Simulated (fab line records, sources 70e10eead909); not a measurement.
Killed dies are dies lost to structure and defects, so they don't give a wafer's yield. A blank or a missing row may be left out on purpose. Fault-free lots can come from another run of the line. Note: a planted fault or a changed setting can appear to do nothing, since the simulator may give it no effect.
One fault through the eyes of 2 desks -- flow nand_harc -- each desk holds nothing but its own numbers, with what lay behind them at the end

AT THE METROLOGY DESK
What the gauges read, lot by lot, whatever tool the lot ran on: means of the sampled wafers that have a number. Marked OUT: a lot whose mean sits more than 4 standard deviations from the usual mean, which makes it out of limits; the brackets give that distance.
Columns: A = cd_nm at NHARC_P_ZERO_WELL_CD_MEAS_52, usual 1998.8 nm
lot,first seen here,A
L201,day 1 23:38,1999.2
L202,day 2 06:08,1999.5
L203,day 2 11:46,1999.8
L204,day 2 17:54,1999.0
L205,day 2 23:44,1997.3
L206,day 3 06:15,1999.1
L213,day 4 23:36,1998.0
L215,day 5 11:30,2000.6
L216,day 5 17:49,1997.8
L219,day 6 11:38,1998.6
L220,day 6 17:54,2001.4
L222,day 7 05:46,1998.6
L223,day 7 11:45,1998.5
This desk's verdict: no lot among the 13 shows anything out of limits.

FOR THE TOOL OWNER'S DESK: litho_track-02
The tool's own readings at NHARC_P_ZERO_WELL_PEB_09 (peb time 80 s): means of the sampled wafers that have a number, for each lot that ran on this tool. Marked OUT: a lot whose mean sits more than 4 standard deviations from the usual mean, which makes it out of limits; the brackets give that distance.
Columns: A = plate_temp_C at NHARC_P_ZERO_WELL_PEB_09, usual 128.00 C
lot,first seen here,A
L201,day 1 19:02,128.09
L202,day 2 01:20,127.86
L203,day 2 07:10,127.15 (-7.1) OUT
L205,day 2 19:07,127.29 (-5.9) OUT
L206,day 3 01:02,127.21 (-6.6) OUT
L219,day 6 07:10,128.02
L223,day 7 07:09,128.00
This desk's finding: out of limits on L203, L205, L206; first on L203, day 2 07:10 (plate_temp_C at NHARC_P_ZERO_WELL_PEB_09). Within limits: L201, L202, L219, L223.

TAKEN TOGETHER
At day 2 07:10, on L203, L205, L206, the tool owner's desk was in a position to raise an alarm.
Nothing out of limits was seen by the metrology desk.
The metrology desk has L203, L205, L206 on record, within its limits.
All the named lots went through NHARC_P_ZERO_WELL_PEB_09 on litho_track-02.

WHAT THE SIMULATOR PUT IN
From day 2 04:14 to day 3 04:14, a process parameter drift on litho_track-02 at NHARC_P_ZERO_WELL_PEB_09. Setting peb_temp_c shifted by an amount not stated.
Struck lots among those shown: L203, L205, L206.
Delay in hours, fault start to first out-of-limits reading, by desk: the tool owner's desk at 3.
